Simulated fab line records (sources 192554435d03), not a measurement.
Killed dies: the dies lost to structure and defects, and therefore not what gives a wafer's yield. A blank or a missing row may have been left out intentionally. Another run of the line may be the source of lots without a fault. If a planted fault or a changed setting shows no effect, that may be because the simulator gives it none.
3 desks looking at one fault / flow n5Finfet / numbers are kept per desk, each desk with only its own; the story behind them comes last

FOR THE TOOL OWNER'S DESK: rieDiel-03
The tool's own readings at N5_BEOL_M0_ETCH_128 (etches SiCN in CF4/N2, target depth 12 nm, overetch 5.1 nm, time 21.4 s): means of the sampled wafers that have a number, for each lot that ran on this tool. The brackets show how far a lot's mean lies from the usual mean; more than 4 standard deviations puts the lot out of limits, marked OUT.
Columns: A = cf4FlowSccm at N5_BEOL_M0_ETCH_128, usual 59.99 sccm; B = drypumpMotorCurrentA at N5_BEOL_M0_ETCH_128, usual 5.7 A; C = oesProductAu at N5_BEOL_M0_ETCH_128, usual 0.55 a.u.; D = rfVppV at N5_BEOL_M0_ETCH_128, usual 382.8 V; E = showerheadPlenumPTorr at N5_BEOL_M0_ETCH_128, usual 2.23 Torr; F = throttleValvePct at N5_BEOL_M0_ETCH_128, usual 15.41 %
lot=L137; first seen here=day 7 15:39; A=60.13; B=5.3; C=0.55; D=383.4; E=2.21; F=15.29
lot=L141; first seen here=day 8 21:07; A=59.93; B=5.0; C=0.56; D=382.5; E=2.23; F=15.39
lot=L152; first seen here=day 11 12:05; A=60.13; B=5.3; C=0.52; D=381.6; E=2.20; F=15.45
This desk's finding: nothing out of limits on any of the 3 lots.

THE METROLOGY DESK
What the gauges read for every lot (on any tool): the sampled wafers with a number, averaged. The brackets show how far a lot's mean lies from the usual mean; more than 4 standard deviations puts the lot out of limits, marked OUT. Of its 12 readings 7 are shown: those that lie furthest out on some lot.
Columns: A = cdNm at N5_BEOL_M0_CUTY_CD_MEAS_57, usual 199.6 nm; B = DIBL_P at N5_BEOL_M4_RC_MEAS_101, usual 36.3 mV/V; C = IOFF_P at N5_BEOL_M4_RC_MEAS_101, usual 0.23 nA/um; D = ION_N at N5_BEOL_M4_RC_MEAS_101, usual 674 uA/um; E = ION_P at N5_BEOL_M4_RC_MEAS_101, usual 464 uA/um; F = SS_P at N5_BEOL_M4_RC_MEAS_101, usual 73.3 mV/dec; G = VT_P at N5_BEOL_M4_RC_MEAS_101, usual -249 mV
lot=L131; first seen here=day 5 21:22; A=199.8; B=33.5; C=0.17; D=653; E=450; F=72.4; G=-254
lot=L137; first seen here=day 7 14:53; A=198.8; B=39.7; C=0.27; D=682; E=463; F=74.4; G=-248
lot=L141; first seen here=day 8 16:50; A=199.2; B=35.5; C=0.18; D=669; E=462; F=72.7; G=-252
lot=L149; first seen here=day 10 15:02; A=198.2; B=37.6; C=0.25; D=682; E=471; F=73.5; G=-246
lot=L151; first seen here=day 11 01:41; A=200.5; B=36.3; C=0.24; D=681; E=467; F=73.0; G=-248
lot=L152; first seen here=day 11 09:05; A=199.7; B=33.6; C=0.19; D=664; E=462; F=73.0; G=-251
This desk's finding: nothing out of limits on any of the 6 lots.

THE DEFECT DESK
For each lot, the counts of the inspections along the route, averaged over the sampled wafers that have a number. The brackets show how far a lot's mean lies from the usual mean; more than 4 standard deviations puts the lot out of limits, marked OUT.
Columns: A = rawDefectCount at N5_BEOL_M0_CUTY_INSPECT_59, usual 2.1
lot=L131; first seen here=day 5 21:25; A=3.3
lot=L137; first seen here=day 7 14:56; A=1.3
lot=L141; first seen here=day 8 16:53; A=2.3
lot=L149; first seen here=day 10 15:05; A=3.0
lot=L151; first seen here=day 11 01:44; A=2.7
lot=L152; first seen here=day 11 09:08; A=2.3
This desk's finding: nothing out of limits on any of the 6 lots.

PUT TOGETHER
The desk of the tool owner found nothing out of limits.
Metrology desk: nothing out of limits seen.
Nothing the defect desk looked at was out of limits.

WHAT THE SIMULATOR HAD PUT IN
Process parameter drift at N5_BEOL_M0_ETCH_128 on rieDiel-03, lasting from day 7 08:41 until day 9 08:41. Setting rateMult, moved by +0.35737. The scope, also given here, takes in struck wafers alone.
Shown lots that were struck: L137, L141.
